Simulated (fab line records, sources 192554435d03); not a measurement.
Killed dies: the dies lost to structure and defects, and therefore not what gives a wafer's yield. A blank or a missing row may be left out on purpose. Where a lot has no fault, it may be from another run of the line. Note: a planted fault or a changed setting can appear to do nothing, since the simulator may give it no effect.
Which tool is to blame? :: flow n5 finfet :: 25 wafers from 10 lots sampled at 5 of the route's 1938 steps

## WHAT THE GAUGES SHOWED, per wafer
N5_BEOL_M2_CD_MEAS_18: pitch 36 nm, target cd 18 nm. Usual: 17.9 nm for cd nm, sd 0.41.
lot: L924
measured: day 7 22:44
on: cd sem-02
cd nm (nm): 18.2 17.9 18.1
flag: 

lot: L929
measured: day 8 06:15
on: cd sem-01
cd nm (nm): 18.1 18.7
flag: 

lot: L930
measured: day 8 09:25
on: cd sem-02
cd nm (nm): 18.1 18.0
flag: 

lot: L928
measured: day 8 09:36
on: cd sem-02
cd nm (nm): 18.4 17.9 18.3
flag: 

lot: L932
measured: day 8 13:28
on: cd sem-03
cd nm (nm): 17.7 18.3
flag: 

lot: L935
measured: day 9 09:23
on: cd sem-01
cd nm (nm): 17.9 17.9 18.2
flag: 

lot: L937
measured: day 10 10:10
on: cd sem-02
cd nm (nm): 18.1 17.7 17.9
flag: 

lot: L942
measured: day 11 06:00
on: cd sem-03
cd nm (nm): 17.5 17.9
flag: 

lot: L946
measured: day 12 05:43
on: cd sem-02
cd nm (nm): 17.0 17.5
flag: 

lot: L947
measured: day 12 12:35
on: cd sem-02
cd nm (nm): 17.7 17.6 17.6
flag: 

N5_BEOL_M4_RC_MEAS_101. Usual: DIBL_N 35.6 mV/V, standard deviation 1.7; DIBL_P 35.0 mV/V, standard deviation 2; IOFF_N 0.148 nA/um, standard deviation 0.027; IOFF_P 0.19 nA/um, standard deviation 0.032; ION_N 671 uA/um, standard deviation 14; ION_P 460 uA/um, standard deviation 9.1; SS_N 71.3 mV/dec, standard deviation 0.62; SS_P 73.0 mV/dec, standard deviation 0.64; VT_N 251 mV, standard deviation 3.2; VT_P -251.5 mV, standard deviation 2.9.
lot: L924
measured: day 9 08:05
on: prober-02
DIBL_N (mV/V): 36.1 35.4 35.2
DIBL_P (mV/V): 37.1 37.2 35.8
IOFF_N (nA/um): 0.174 0.150 0.148
IOFF_P (nA/um): 0.20 0.19 0.17
ION_N (uA/um): 701 673 678
ION_P (uA/um): 470 460 464
SS_N (mV/dec): 71.1 70.9 71.2
SS_P (mV/dec): 73.9 73.9 73.1
VT_N (mV): 248 252 251
VT_P (mV): -252.5 -249.9 -251.1
flag: 

lot: L929
measured: day 9 14:41
on: prober-02
DIBL_N (mV/V): 35.8 36.6
DIBL_P (mV/V): 35.7 36.2
IOFF_N (nA/um): 0.130 0.139
IOFF_P (nA/um): 0.19 0.19
ION_N (uA/um): 668 668
ION_P (uA/um): 468 458
SS_N (mV/dec): 71.9 72.6
SS_P (mV/dec): 73.4 73.5
VT_N (mV): 254 254
VT_P (mV): -254.1 -254.3
flag: 

lot: L930
measured: day 9 20:40
on: prober-01
DIBL_N (mV/V): 34.9 35.0
DIBL_P (mV/V): 35.3 32.8
IOFF_N (nA/um): 0.137 0.124
IOFF_P (nA/um): 0.19 0.15
ION_N (uA/um): 666 633
ION_P (uA/um): 460 436
SS_N (mV/dec): 71.2 71.7
SS_P (mV/dec): 72.9 72.5
VT_N (mV): 252 254
VT_P (mV): -252.1 -258.2
flag: 

lot: L928
measured: day 11 04:55
on: prober-01
DIBL_N (mV/V): 33.9 31.4 32.5
DIBL_P (mV/V): 34.3 32.1 33.4
IOFF_N (nA/um): 0.132 0.109 0.121
IOFF_P (nA/um): 0.17 0.15 0.16
ION_N (uA/um): 655 667 668
ION_P (uA/um): 446 453 458
SS_N (mV/dec): 70.6 70.2 70.2
SS_P (mV/dec): 72.2 71.5 72.0
VT_N (mV): 255 253 252
VT_P (mV): -254.2 -253.2 -253.3
flag: 

lot: L932
measured: day 10 01:51
on: prober-02
DIBL_N (mV/V): 35.9 35.4
DIBL_P (mV/V): 36.2 35.7
IOFF_N (nA/um): 0.157 0.155
IOFF_P (nA/um): 0.23 0.22
ION_N (uA/um): 663 680
ION_P (uA/um): 458 465
SS_N (mV/dec): 71.7 71.7
SS_P (mV/dec): 73.0 72.7
VT_N (mV): 250 249
VT_P (mV): -249.4 -250.6
flag: 

lot: L935
measured: day 11 10:01
on: prober-01
DIBL_N (mV/V): 32.3 33.3 33.1
DIBL_P (mV/V): 31.8 32.9 32.8
IOFF_N (nA/um): 0.102 0.117 0.116
IOFF_P (nA/um): 0.15 0.17 0.17
ION_N (uA/um): 661 657 666
ION_P (uA/um): 450 453 459
SS_N (mV/dec): 70.7 70.4 70.5
SS_P (mV/dec): 71.9 72.2 73.0
VT_N (mV): 256 254 254
VT_P (mV): -255.6 -253.1 -251.8
flag: 

lot: L937
measured: day 12 11:49
on: prober-01
DIBL_N (mV/V): 34.1 36.7 35.3
DIBL_P (mV/V): 32.5 35.3 33.7
IOFF_N (nA/um): 0.126 0.179 0.135
IOFF_P (nA/um): 0.17 0.22 0.19
ION_N (uA/um): 673 701 669
ION_P (uA/um): 468 476 463
SS_N (mV/dec): 70.2 70.7 70.7
SS_P (mV/dec): 72.2 73.4 72.8
VT_N (mV): 252 244 251
VT_P (mV): -252.6 -248.5 -252.8
flag: 

lot: L942
measured: day 13 08:58
on: prober-01
DIBL_N (mV/V): 36.4 36.4
DIBL_P (mV/V): 35.6 35.6
IOFF_N (nA/um): 0.160 0.148
IOFF_P (nA/um): 0.19 0.18
ION_N (uA/um): 690 669
ION_P (uA/um): 466 454
SS_N (mV/dec): 71.7 70.8
SS_P (mV/dec): 72.1 72.8
VT_N (mV): 248 253
VT_P (mV): -253.0 -252.2
flag: 

lot: L946
measured: day 14 10:01
on: prober-01
DIBL_N (mV/V): 37.0 34.6
DIBL_P (mV/V): 37.4 33.7
IOFF_N (nA/um): 0.156 0.120
IOFF_P (nA/um): 0.22 0.16
ION_N (uA/um): 677 668
ION_P (uA/um): 472 462
SS_N (mV/dec): 71.3 69.9
SS_P (mV/dec): 73.3 72.6
VT_N (mV): 250 254
VT_P (mV): -251.2 -252.9
flag: 

lot: L947
measured: day 14 09:56
on: prober-02
DIBL_N (mV/V): 37.7 35.9 36.3
DIBL_P (mV/V): 37.6 35.5 36.0
IOFF_N (nA/um): 0.200 0.155 0.166
IOFF_P (nA/um): 0.22 0.19 0.20
ION_N (uA/um): 701 679 681
ION_P (uA/um): 468 458 456
SS_N (mV/dec): 71.8 71.2 71.3
SS_P (mV/dec): 74.1 73.3 73.6
VT_N (mV): 246 249 245
VT_P (mV): -253.1 -251.3 -250.3
flag: 

## WHICH TOOL RAN EACH LOT (tool, then ch and the chambers of the sampled wafers, then the start)
lot: L924
N5_BEOL_M2_ETCH_77: rie diel-03 ch 0,3, day 7 23:20
N5_BEOL_M2_ALD_98: ald sin-03 ch 0,1,2, day 8 00:16
N5_BEOL_M2_ETCHBACK_99: rie diel-01 ch 0,2, day 8 01:40

lot: L929
N5_BEOL_M2_ETCH_77: rie diel-03 ch 0,1, day 8 06:44
N5_BEOL_M2_ALD_98: ald sin-03 ch 0,3, day 8 06:50
N5_BEOL_M2_ETCHBACK_99: rie diel-03 ch 0,3, day 8 10:52

lot: L930
N5_BEOL_M2_ETCH_77: rie diel-06 ch 0,3, day 8 10:04
N5_BEOL_M2_ALD_98: ald sin-03 ch 0,2, day 8 11:10
N5_BEOL_M2_ETCHBACK_99: rie diel-03 ch 1,3, day 8 11:26

lot: L928
N5_BEOL_M2_ETCH_77: rie diel-01 ch 2,3, day 8 10:11
N5_BEOL_M2_ALD_98: ald sin-01 ch 1,3, day 8 11:10
N5_BEOL_M2_ETCHBACK_99: rie diel-06 ch 0,1,3, day 8 14:27

lot: L932
N5_BEOL_M2_ETCH_77: rie diel-06 ch 0,3, day 8 14:04
N5_BEOL_M2_ALD_98: ald sin-03 ch 0,1, day 8 14:32
N5_BEOL_M2_ETCHBACK_99: rie diel-01 ch 2, day 8 20:44

lot: L935
N5_BEOL_M2_ETCH_77: rie diel-06 ch 1,2, day 9 09:52
N5_BEOL_M2_ALD_98: ald sin-01 ch 0,1,2, day 9 09:58
N5_BEOL_M2_ETCHBACK_99: rie diel-01 ch 1,2, day 9 13:29

lot: L937
N5_BEOL_M2_ETCH_77: rie diel-06 ch 0,2, day 10 10:38
N5_BEOL_M2_ALD_98: ald sin-04 ch 1,2, day 10 10:44
N5_BEOL_M2_ETCHBACK_99: rie diel-06 ch 0,2, day 11 01:22

lot: L942
N5_BEOL_M2_ETCH_77: rie diel-01 ch 1,3, day 11 06:29
N5_BEOL_M2_ALD_98: ald sin-01 ch 0,3, day 11 07:05
N5_BEOL_M2_ETCHBACK_99: rie diel-01 ch 0,2, day 12 03:26

lot: L946
N5_BEOL_M2_ETCH_77: rie diel-03 ch 2,3, day 12 06:14
N5_BEOL_M2_ALD_98: ald sin-01 ch 1,3, day 12 06:24
N5_BEOL_M2_ETCHBACK_99: rie diel-01 ch 2,3, day 12 14:59

lot: L947
N5_BEOL_M2_ETCH_77: rie diel-06 ch 0,1,2, day 12 13:11
N5_BEOL_M2_ALD_98: ald sin-04 ch 0,1,3, day 12 13:24
N5_BEOL_M2_ETCHBACK_99: rie diel-01 ch 0,1,3, day 12 14:30
- N5_BEOL_M2_ETCH_77: etches underlayer in N2/H2, target depth 6.5 nm, time 5.2 s.
- N5_BEOL_M2_ALD_98: deposits SiO2, target thk 2.5 nm, pulse time 1 s, co reactant pulse time 1 s.
- N5_BEOL_M2_ETCHBACK_99: etches SiO2 in CHF3, target depth 5 nm, time 10.4 s.

## WHAT THE TOOLS THEMSELVES READ (means of the sampled wafers that have a number; where no wafer has one, the mark that the record gives instead)
N5_BEOL_M2_ETCH_77. Usual: drypump motor current A 5.7 A, standard deviation 0.42; etch rf on time s 5.17 s, standard deviation 0.14; oes product au 0.69 a.u., standard deviation 0.077; rf vpp V 522.9 V, standard deviation 2.3; showerhead plenum p Torr 2.51 Torr, standard deviation 0.067; throttle valve pct 17.8 %, standard deviation 0.31.
lot: L924
tool: rie diel-03
drypump motor current A (A): 5.4
etch rf on time s (s): 5.22
oes product au (a.u.): 0.64
rf vpp V (V): 522.5
showerhead plenum p Torr (Torr): 2.48
throttle valve pct (%): 18.0
flag: 

lot: L929
tool: rie diel-03
drypump motor current A (A): 5.6
etch rf on time s (s): 5.14
oes product au (a.u.): 0.70
rf vpp V (V): 523.4
showerhead plenum p Torr (Torr): 2.51
throttle valve pct (%): 17.6
flag: 

lot: L930
tool: rie diel-06
drypump motor current A (A): 5.8
etch rf on time s (s): 5.22
oes product au (a.u.): 0.61
rf vpp V (V): 520.6
showerhead plenum p Torr (Torr): 2.47
throttle valve pct (%): 17.9
flag: 

lot: L928
tool: rie diel-01
drypump motor current A (A): 6.0
etch rf on time s (s): 5.23
oes product au (a.u.): 0.73
rf vpp V (V): 520.4
showerhead plenum p Torr (Torr): 2.47
throttle valve pct (%): 17.5
flag: 

lot: L932
tool: rie diel-06
drypump motor current A (A): 5.8
etch rf on time s (s): 5.30
oes product au (a.u.): 0.61
rf vpp V (V): 522.2
showerhead plenum p Torr (Torr): 2.47
throttle valve pct (%): 17.9
flag: 

lot: L935
tool: rie diel-06
drypump motor current A (A): 5.4
etch rf on time s (s): 4.98
oes product au (a.u.): 0.66
rf vpp V (V): 524.5
showerhead plenum p Torr (Torr): 2.52
throttle valve pct (%): 18.0
flag: 

lot: L937
tool: rie diel-06
drypump motor current A (A): 5.2
etch rf on time s (s): 5.08
oes product au (a.u.): 0.73
rf vpp V (V): 522.9
showerhead plenum p Torr (Torr): 2.53
throttle valve pct (%): 17.9
flag: 

lot: L942
tool: rie diel-01
drypump motor current A (A): 6.2
etch rf on time s (s): 5.21
oes product au (a.u.): 0.72
rf vpp V (V): 522.5
showerhead plenum p Torr (Torr): 2.46
throttle valve pct (%): 17.5
flag: 

lot: L946
tool: rie diel-03
drypump motor current A (A): 5.8
etch rf on time s (s): 5.29
oes product au (a.u.): 0.72
rf vpp V (V): 528.0
showerhead plenum p Torr (Torr): 2.63
throttle valve pct (%): 18.0
flag: 

lot: L947
tool: rie diel-06
drypump motor current A (A): 5.5
etch rf on time s (s): 5.03
oes product au (a.u.): 0.66
rf vpp V (V): 522.0
showerhead plenum p Torr (Torr): 2.50
throttle valve pct (%): 17.9
flag: 

N5_BEOL_M2_ALD_98. Usual: heater power w 76 W, standard deviation 10; precursor pulse height rel 0.999, standard deviation 0.018.
lot: L924
tool: ald sin-03
heater power w (W): 71
precursor pulse height rel: 0.990
flag: 

lot: L929
tool: ald sin-03
heater power w (W): 80
precursor pulse height rel: 0.996
flag: 

lot: L930
tool: ald sin-03
heater power w (W): 80
precursor pulse height rel: 0.978
flag: 

lot: L928
tool: ald sin-01
heater power w (W): 84
precursor pulse height rel: 1.007
flag: 

lot: L932
tool: ald sin-03
heater power w (W): 65
precursor pulse height rel: 0.980
flag: 

lot: L935
tool: ald sin-01
heater power w (W): 77
precursor pulse height rel: 0.993
flag: 

lot: L937
tool: ald sin-04
heater power w (W): 71
precursor pulse height rel: 0.986
flag: 

lot: L942
tool: ald sin-01
heater power w (W): 84
precursor pulse height rel: 1.003
flag: 

lot: L946
tool: ald sin-01
heater power w (W): 86
precursor pulse height rel: 0.997
flag: 

lot: L947
tool: ald sin-04
heater power w (W): 70
precursor pulse height rel: 1.000
flag: 

N5_BEOL_M2_ETCHBACK_99. Usual: drypump motor current A 5.7 A, standard deviation 0.47; oes_ar_750_au 0.82 a.u., standard deviation 0.087; oes product au 0.81 a.u., standard deviation 0.091; rf vpp V 240 V, standard deviation 4.7; showerhead plenum p Torr 2.12 Torr, standard deviation 0.042; throttle valve pct 17.03 %, standard deviation 0.28.
lot: L924
tool: rie diel-01
drypump motor current A (A): 5.1
oes_ar_750_au (a.u.): 0.77
oes product au (a.u.): 0.75
rf vpp V (V): 242
showerhead plenum p Torr (Torr): 2.13
throttle valve pct (%): 17.37
flag: 

lot: L929
tool: rie diel-03
drypump motor current A (A): 5.5
oes_ar_750_au (a.u.): 0.75
oes product au (a.u.): 0.74
rf vpp V (V): 238
showerhead plenum p Torr (Torr): 2.12
throttle valve pct (%): 17.18
flag: 

lot: L930
tool: rie diel-03
drypump motor current A (A): 5.8
oes_ar_750_au (a.u.): 0.85
oes product au (a.u.): 0.85
rf vpp V (V): 237
showerhead plenum p Torr (Torr): 2.17
throttle valve pct (%): 16.86
flag: 

lot: L928
tool: rie diel-06
drypump motor current A (A): 5.8
oes_ar_750_au (a.u.): 0.72
oes product au (a.u.): 0.71
rf vpp V (V): 241
showerhead plenum p Torr (Torr): 2.11
throttle valve pct (%): 17.17
flag: 

lot: L932
tool: rie diel-01
drypump motor current A (A): 5.8
oes_ar_750_au (a.u.): 0.87
oes product au (a.u.): 0.87
rf vpp V (V): 242
showerhead plenum p Torr (Torr): 2.10
throttle valve pct (%): 17.05
flag: 

lot: L935
tool: rie diel-01
drypump motor current A (A): 6.0
oes_ar_750_au (a.u.): 0.89
oes product au (a.u.): 0.87
rf vpp V (V): 238
showerhead plenum p Torr (Torr): 2.10
throttle valve pct (%): 16.98
flag: 

lot: L937
tool: rie diel-06
drypump motor current A (A): 5.2
oes_ar_750_au (a.u.): 0.84
oes product au (a.u.): 0.84
rf vpp V (V): 246
showerhead plenum p Torr (Torr): 2.14
throttle valve pct (%): 17.08
flag: 

lot: L942
tool: rie diel-01
drypump motor current A (A): 5.3
oes_ar_750_au (a.u.): 0.90
oes product au (a.u.): 0.90
rf vpp V (V): 242
showerhead plenum p Torr (Torr): 2.12
throttle valve pct (%): 17.14
flag: 

lot: L946
tool: rie diel-01
drypump motor current A (A): 5.9
oes_ar_750_au (a.u.): 0.81
oes product au (a.u.): 0.81
rf vpp V (V): 240
showerhead plenum p Torr (Torr): 2.08
throttle valve pct (%): 16.93
flag: 

lot: L947
tool: rie diel-01
drypump motor current A (A): 5.8
oes_ar_750_au (a.u.): 0.88
oes product au (a.u.): 0.87
rf vpp V (V): 238
showerhead plenum p Torr (Torr): 2.10
throttle valve pct (%): 16.94
flag: 

## THE ANSWER, worked out from the rows above alone
Rule: take the mean of a lot's wafers that have a number; if it is more than 3 standard deviations from the usual mean, the lot is off. A lot without any number at a reading at which 4 lots or more have one is off too. Any other lot the step has rows for is counted as sound. First the gauges in route order, then the tools' own readings, where a lot's mean is used as printed above. The first step at which some lot is off is used, and at that step the reading that is off furthest; a lot without a number counts as furthest.
Nothing can be told from this: no lot is off at any reading shown.

## WHAT HAD BEEN PUT IN BY THE SIMULATOR
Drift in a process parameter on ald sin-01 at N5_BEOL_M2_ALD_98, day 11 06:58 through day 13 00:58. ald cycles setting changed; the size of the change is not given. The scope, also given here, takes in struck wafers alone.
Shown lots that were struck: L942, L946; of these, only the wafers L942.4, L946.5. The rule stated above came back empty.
